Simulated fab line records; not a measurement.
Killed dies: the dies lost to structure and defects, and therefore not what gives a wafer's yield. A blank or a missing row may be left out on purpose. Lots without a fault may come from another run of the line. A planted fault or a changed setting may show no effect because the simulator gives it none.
Which tool was responsible? -- flow nand_harc -- 6 lots with 18 wafers sampled at 5 steps, on a route of 1159 steps

WHAT EACH GAUGE READ, for each wafer
NHARC_END_SORT_01.
lot,measured,on,killed_at_array
L403,day 21 13:46,prober-01,84 81 85

EACH LOT AND THE TOOL THAT RAN IT (in order: tool; ch and the chambers of the sampled wafers; start)
lot,NHARC_A_ONON_D1_DEP_09,NHARC_A_BONDPAD_ETCH_12,NHARC_THIN_TSV_DEGAS_49,NHARC_THIN_TSV_PVD_19
L396,"pecvd_onon-02 ch 0, day 8 06:01","rie_diel-11 ch 0,3, day 19 02:07 or earlier","pvd_sputter-03, day 19 02:07","pvd_sputter-03, no start"
L400,"pecvd_onon-03 ch 0, day 8 18:00","rie_diel-11 ch 0,1,2, day 19 10:47 or earlier","pvd_sputter-02, day 19 10:47","pvd_sputter-02, no start"
L402,"pecvd_onon-02 ch 0, day 9 06:22","rie_diel-11 ch 0,3, day 20 18:11 or earlier","pvd_sputter-02, day 20 18:11","pvd_sputter-02, no start"
L403,"pecvd_onon-03 ch 0, day 9 23:24","rie_diel-11 ch 0,1,3, day 21 01:49 or earlier","pvd_sputter-03, day 21 01:49","pvd_sputter-03, day 21 13:46 or earlier"
L413,"pecvd_onon-01 ch 0, day 12 09:17","rie_diel-07 ch 0,1,2, day 23 12:40 or earlier","pvd_sputter-03, day 23 12:40","pvd_sputter-03, no start"
L416,"pecvd_onon-03 ch 0, day 13 02:11","rie_diel-11 ch 0,1,2, day 23 22:04 or earlier","pvd_sputter-03, day 23 22:04","pvd_sputter-03, no start"
- NHARC_A_ONON_D1_DEP_09: target thk 1000 nm.
- NHARC_A_BONDPAD_ETCH_12: etches the open film in CHF3/O2, target depth 220 nm, time 110 s.
- NHARC_THIN_TSV_DEGAS_49: time 120 s.
- NHARC_THIN_TSV_PVD_19: deposits TaN, target thk 20 nm.

THE ANSWER, worked out from the rows above alone
Rule: the usual values come from the lots themselves. The widest of any qualifying gaps counts: lots, ordered by their means at a reading, are off when they make up no more than a third of the lots, leave a main group of 4 or more, and stand apart from it by 3 or more times the standard deviation of that group's means. A main group whose means are all the same, to the digits that the tables above print for the reading, isn't used. Also off: a lot with no number at a reading for which 4 or more lots have one. The other lots that the step has rows for count as sound.
Across all readings shown, no lot is off: no conclusion can be drawn from this.

WHAT WAS PUT IN BY THE SIMULATOR
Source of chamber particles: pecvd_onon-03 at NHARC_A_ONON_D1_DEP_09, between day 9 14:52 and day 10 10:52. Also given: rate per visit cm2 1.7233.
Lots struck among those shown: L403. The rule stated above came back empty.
